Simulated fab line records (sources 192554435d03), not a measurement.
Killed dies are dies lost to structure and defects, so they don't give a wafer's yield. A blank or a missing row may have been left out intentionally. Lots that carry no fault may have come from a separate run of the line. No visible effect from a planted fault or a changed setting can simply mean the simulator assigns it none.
Lot-split experiment | flow n5 finfet | 21 wafers read from 7 lots, route of 1938 steps

== ABOUT THE SPLIT ==
At N5_SDB_COAT_03 (time 60 s, resist thk 100 nm), the setting spin rpm was moved away from the recipe's 1500 rpm on 4 of the 21 wafers read, by -2.8% to +9.9%. This setting was run at the recipe's value on the other wafers.

== FROM THE SPLIT TO THE READING: what the file shows between them, 7 steps ==
- N5_SDB_COAT_04: time 60 s, resist thk 18 nm
- N5_SDB_COAT_05: resist thk 90 nm
- N5_SDB_DESCUM_16: chemistry O2, time 7.9 s
- N5_SDB_ETCH_17: etches SiARC in CF4, target depth 23.4 nm, time 39 s
- N5_SDB_ETCH_18: etches SOC in N2/H2, target depth 100 nm, overetch 20 nm, time 150 s
- N5_SDB_STRIP_19: strips in N2/H2
- N5_SDB_STRIP_21: strips in CF4

== THE READING ==
SOC_of_SDB_COAT_03.thk nm (the simulator's own value, which no gauge read), in nm, at N5_SDB_HM_OPEN_20 (chemistry CH3F/O2, target SiNx, stops on poly-Si, target depth 24 nm). There is no usual value for it anywhere in the file. Here, 17 wafers ran the recipe; their average is 84.4 nm with a standard deviation of 0.34 nm.

wafer  | tool, chamber at the split | spin rpm as run, rpm | against the recipe | SOC_of_SDB_COAT_03.thk nm, nm | against lot-mates on the recipe
L078.1 | litho track-04, 0          | 1458                 | -2.8%              | 85                            | +1.6
L078.3 | litho track-04, 0          | 1500                 | recipe             | 83.4                          | -
L078.6 | litho track-04, 0          | 1458                 | -2.8%              | 85.6                          | +2.2
L079.1 | litho track-04, 0          | 1500                 | recipe             | 85                            | -
L079.3 | litho track-04, 0          | 1500                 | recipe             | 84.2                          | -
L079.6 | litho track-04, 0          | 1500                 | recipe             | 84.4                          | -
L081.3 | litho track-02, 0          | 1500                 | recipe             | 84.6                          | -
L081.6 | litho track-02, 0          | 1500                 | recipe             | 84.6                          | -
L081.5 | litho track-02, 0          | 1500                 | recipe             | 84.4                          | -
L088.1 | litho track-02, 0          | 1500                 | recipe             | 84.2                          | -
L088.3 | litho track-02, 0          | 1500                 | recipe             | 84                            | -
L088.4 | litho track-02, 0          | 1500                 | recipe             | 84.4                          | -
L090.2 | litho track-02, 0          | 1500                 | recipe             | 84.4                          | -
L090.4 | litho track-02, 0          | 1500                 | recipe             | 84.4                          | -
L090.5 | litho track-02, 0          | 1500                 | recipe             | 84.4                          | -
L092.1 | litho track-04, 0          | 1649                 | +9.9%              | 80                            | -4.5
L092.3 | litho track-04, 0          | 1500                 | recipe             | 84.6                          | -
L092.5 | litho track-04, 0          | 1500                 | recipe             | 84.4                          | -
L095.1 | litho track-02, 0          | 1500                 | recipe             | 84.8                          | -
L095.3 | litho track-02, 0          | 1566                 | +4.4%              | 82                            | -2.5
L095.6 | litho track-02, 0          | 1500                 | recipe             | 84.2                          | -

THE FIT
A straight line over all 21 wafers: SOC_of_SDB_COAT_03.thk nm changes by -0.439 nm for each +1% of spin rpm; r = -0.95; the points scatter about the line by 0.36 nm.
The same after taking each lot's own level away (the mean of its wafers on the recipe; 21 wafers): -0.5 nm for each +1%; r = -0.98; scatter 0.29 nm.
According to that fit, moving spin rpm by its largest amount changes the reading by 5 nm.
Measured against the standard deviation above, the lots' own levels, which go from 83.40 to 84.53 nm, span 3.4 times it.
Hence the slope depends on the lot-to-lot level, as the two fits are not the same.
Check: -6.1 nm against its lot-mates is what the line predicts for one of the wafers moved furthest among these (+9.9%) when that wafer is left out of the fit. Against them it came out at -4.5 nm.

== THE WHOLE CHAIN: every reading that the file lists as answering this split, in the file's order ==
step              | what it does                                                         | reading                                                                    | change (the file's fit)               | r (the file's)
N5_SDB_COAT_03    | time 60 s, resist thk 100 nm                                         | SOC_of_SDB_COAT_03.thk nm (the simulator's own value, which no gauge read) | -0.468 nm for each +1% of the setting | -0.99
N5_SDB_ETCH_18    | etches SOC in N2/H2, target depth 100 nm, overetch 20 nm, time 150 s | etch.depth nm (the simulator's own value, which no gauge read)             | -0.47 nm for each +1% of the setting  | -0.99
N5_SDB_HM_OPEN_20 | chemistry CH3F/O2, target SiNx, stops on poly-Si, target depth 24 nm | SOC_of_SDB_COAT_03.thk nm (the simulator's own value, which no gauge read) | -0.485 nm for each +1% of the setting | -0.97
N5_SDB_STRIP_22   | strips in N2/H2                                                      | strip time to endpoint s                                                   | withheld for each +1% of the setting  | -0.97

== FILE'S OWN FIT ==
SOC_of_SDB_COAT_03.thk nm changes by -0.485 nm for each +1% of spin rpm, r = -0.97.
